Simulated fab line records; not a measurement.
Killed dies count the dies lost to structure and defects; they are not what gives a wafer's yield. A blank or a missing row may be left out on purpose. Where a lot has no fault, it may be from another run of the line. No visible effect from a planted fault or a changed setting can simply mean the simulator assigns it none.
Matching of chambers :: flow n5 finfet :: 4 sister chambers for N5_BEOL_M8_STRIP_36 on rie diel-01
The step strips in N2/H2. 14 wafers are shown with their chamber, then 7 later ones without.

EACH WAFER AND ITS CHAMBER
wafer: L077.1
chamber: 2
showerhead plenum p Torr (Torr): 2.69
throttle valve pct (%): 23.83
oes product au (a.u.): 0.86

wafer: L077.3
chamber: 0
showerhead plenum p Torr (Torr): 2.49
throttle valve pct (%): 23.74
oes product au (a.u.): 0.72

wafer: L077.5
chamber: 0
showerhead plenum p Torr (Torr): 2.49
throttle valve pct (%): 23.72
oes product au (a.u.): 0.71

wafer: L083.1
chamber: 1
showerhead plenum p Torr (Torr): 2.49
throttle valve pct (%): 23.50
oes product au (a.u.): 0.91

wafer: L083.5
chamber: 3
showerhead plenum p Torr (Torr): 2.68
throttle valve pct (%): 23.54
oes product au (a.u.): 0.83

wafer: L083.6
chamber: 2
showerhead plenum p Torr (Torr): 2.69
throttle valve pct (%): 23.79
oes product au (a.u.): 0.84

wafer: L085.1
chamber: 2
showerhead plenum p Torr (Torr): 2.69
throttle valve pct (%): 23.83
oes product au (a.u.): 0.83

wafer: L085.2
chamber: 3
showerhead plenum p Torr (Torr): 2.68
throttle valve pct (%): 23.60
oes product au (a.u.): 0.83

wafer: L085.6
chamber: 3
showerhead plenum p Torr (Torr): 2.68
throttle valve pct (%): 23.58
oes product au (a.u.): 0.83

wafer: L089.1
chamber: 0
showerhead plenum p Torr (Torr): 2.48
throttle valve pct (%): 23.73
oes product au (a.u.): 0.70

wafer: L089.3
chamber: 2
showerhead plenum p Torr (Torr): 2.69
throttle valve pct (%): 23.82
oes product au (a.u.): 0.83

wafer: L089.4
chamber: 3
showerhead plenum p Torr (Torr): 2.68
throttle valve pct (%): 23.58
oes product au (a.u.): 0.80

wafer: L092.2
chamber: 3
showerhead plenum p Torr (Torr): 2.68
throttle valve pct (%): 23.57
oes product au (a.u.): 0.81

wafer: L092.5
chamber: 1
showerhead plenum p Torr (Torr): 2.48
throttle valve pct (%): 23.53
oes product au (a.u.): 0.89

SIGNATURES (averages over the wafers above)
reading: showerhead plenum p Torr
chamber 0: 2.4867
chamber 1: 2.4850
chamber 2: 2.6900
chamber 3: 2.6800
scatter within a chamber: 0.00342

reading: throttle valve pct
chamber 0: 23.7300
chamber 1: 23.5150
chamber 2: 23.8175
chamber 3: 23.5740
scatter within a chamber: 0.0191

reading: oes product au
chamber 0: 0.7100
chamber 1: 0.9000
chamber 2: 0.8400
chamber 3: 0.8200
scatter within a chamber: 0.0134
Rule: a wafer's distance from a chamber is the root of the sum, over the readings, of the square of ((its reading less the chamber's mean) divided by the reading's scatter). The wafer belongs to the nearest chamber; if the next one is less than 2 further off, it can't be placed. The scatter is the square root of a quotient: the sum, over the shown wafers, of each reading's squared deviation from its chamber's mean, divided by wafers minus chambers.

WAFERS MISSING THEIR CHAMBER
wafer: L092.6
showerhead plenum p Torr (Torr): 2.69
throttle valve pct (%): 23.81
oes product au (a.u.): 0.83

wafer: L091.3
showerhead plenum p Torr (Torr): 2.69
throttle valve pct (%): 23.82
oes product au (a.u.): 0.82

wafer: L091.5
showerhead plenum p Torr (Torr): 2.48
throttle valve pct (%): 23.52
oes product au (a.u.): 0.87

wafer: L091.6
showerhead plenum p Torr (Torr): 2.48
throttle valve pct (%): 23.71
oes product au (a.u.): 0.70

wafer: L096.1
showerhead plenum p Torr (Torr): 2.47
throttle valve pct (%): 23.76
oes product au (a.u.): 0.68

wafer: L096.3
showerhead plenum p Torr (Torr): 2.67
throttle valve pct (%): 23.64
oes product au (a.u.): 0.80

wafer: L096.5
showerhead plenum p Torr (Torr): 2.47
throttle valve pct (%): 23.76
oes product au (a.u.): 0.68

CHAMBER TAKEN BY EACH
wafer: L092.6
from the rows above: 2
in truth: 2

wafer: L091.3
from the rows above: 2
in truth: 2

wafer: L091.5
from the rows above: 1
in truth: 1

wafer: L091.6
from the rows above: 0
in truth: 0

wafer: L096.1
from the rows above: 0
in truth: 0

wafer: L096.3
from the rows above: 3
in truth: 3

wafer: L096.5
from the rows above: 0
in truth: 0
Correct placement for 7 of the 7. Can't be placed from these rows: 0. Wrongly placed: 0.
